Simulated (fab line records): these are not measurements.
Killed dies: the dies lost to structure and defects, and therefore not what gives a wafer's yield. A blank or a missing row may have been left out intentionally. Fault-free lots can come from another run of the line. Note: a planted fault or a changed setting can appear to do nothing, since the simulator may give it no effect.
A struck lot beside a sound one ; flow nand harc ; 14 steps out of a route of 1159
Sound: these wafers, L757.1, L757.2, L757.4. Wafers struck: L748.2, L748.5, L748.6. The cause is given at the end.
At each step with rows: each side's tool, then ch and its chambers, then its first start. Under that, the readings that differ: sound wafers ; struck wafers ; difference of the means ; sigmas: that difference in standard deviations of wafers without a fault.
alike: readings with means less than 2 such deviations apart, plus words and numbers identical on both sides. not compared: withheld readings, readings lacking a value on some wafer, bounds such as >300 that could conceal the same value, and numbers that have no deviation in the record and whose values overlap.
Wherever a step has rows on one side only, a row that says differs or no value, or a row with sigmas, the two part there. When numbers do not overlap yet have no deviation, they are printed without sigmas and do not part them. A reading missing from all wafers of one side parts the sides only when that side holds two or more wafers.

NHARC_P_M1_PRE_CLEAN_30: time 30 s.
  sound on pvd sputter-02; struck on pvd sputter-03
  alike: heater power w
then, 3 steps without rows for these wafers: NHARC_P_M1_PVD_20 (deposits TaN, target thk 5 nm, time 8.06 s); NHARC_P_M1_PVD_21 (deposits Cu, target thk 30 nm, time 20.49 s); NHARC_P_M1_ECD_22 (material Cu, target thk 400 nm).
NHARC_P_M1_ANNEAL_31: time 90 s.
  sound on rtp anneal-01 ch 0, day 9 07:40; struck on rtp anneal-02 ch 0, day 8 00:32
  alike: anneal temp c, anneal temp c max, wafer_temp_C_max
NHARC_P_M1_CMP_23: polishes, t overpolish 20 s, target thk 157.82 nm.
  sound on cmp-03 ch 0,1,3, day 9 08:01; struck on cmp-02 ch 1,2, day 8 00:50
  alike: motor current A, time to endpoint s
NHARC_P_M1_THK_MEAS_24: measures by xrf.
  struck on film metro-02, day 8 01:10; sound on film metro-02, day 9 08:20
  alike: thk nm
next, for these wafers, 1 step has no rows: NHARC_P_M1_SRD_25.
NHARC_P_M1_INSPECT_27:
  struck on defect inspect-02, day 8 01:19; sound on defect inspect-02, day 9 08:29
  alike: raw defect count
NHARC_P_M1_PRE_CLEAN_32: time 12 s.
  sound on pecvd-01 ch 0,1, day 9 08:33; struck on pecvd-01 ch 0,1,2, day 8 01:23
  alike: heater power w, rf fwd power W
  not compared: since wet clean h
NHARC_P_M1_DEP_33: deposits SiCN, target thk 30 nm.
  sound on pecvd-01 ch 0,1, day 9 08:38; struck on pecvd-01 ch 0,1,2, day 8 01:30
  alike: chamber pressure Torr, heater power outer w, heater power w, rf fwd power W
  not compared: since wet clean h
NHARC_P_M2_DEP_00: deposits SiOC, target thk 182.5 nm.
  sound on pecvd-03 ch 0,2, day 9 09:03; struck on pecvd-04 ch 1,2, day 8 01:52
  no value came back on the struck wafers for chamber pressure Torr (Torr), rf fwd power W (W); on the sound wafers chamber pressure Torr (Torr) reads 5.021 4.992 5.008
  not compared: since wet clean h
then, 1 step without rows for these wafers: NHARC_P_M2_DEHYDRATE_01 (time 120 s).
-- record jumps: 13 days between struck wafers' starts before vs after; left off in module P_M2, resumes in module END, first step shown is number 1159 of the route --
NHARC_END_SORT_01:
  sound on prober-01 ch 0, day 23 01:30; struck on prober-01 ch 0, day 20 20:17
reading;sound;struck;difference;sigmas
defect limited yield (%);96.6 97.0 96.9;0 0 0;-97;-69
killed at other;6 3 1;0 1 0;-3;-2
killed at periphery;3 4 6;660 641 661;+650;+99 or more
killed dies;23 20 21;677 677 677;+656;+68
sort_bin_2_pct (%);0.7 0.6 0.7;98.2 95.9 97.3;+96.5;+99 or more
sort n pass;654 657 656;0 0 0;-656;-68
sort rim yield pct (%);93 98 94;0 0 0;-95;-32
sort yield pct (%);96.6 97.0 96.9;0 0 0;-97;-69
  alike: killed at array, killed open, killed short, sort_bin_3_pct, sort_bin_4_pct

WHERE THEY PART
Earliest at NHARC_P_M2_DEP_00; latest, in this record, at NHARC_END_SORT_01.

WHY: whatever the simulator had introduced
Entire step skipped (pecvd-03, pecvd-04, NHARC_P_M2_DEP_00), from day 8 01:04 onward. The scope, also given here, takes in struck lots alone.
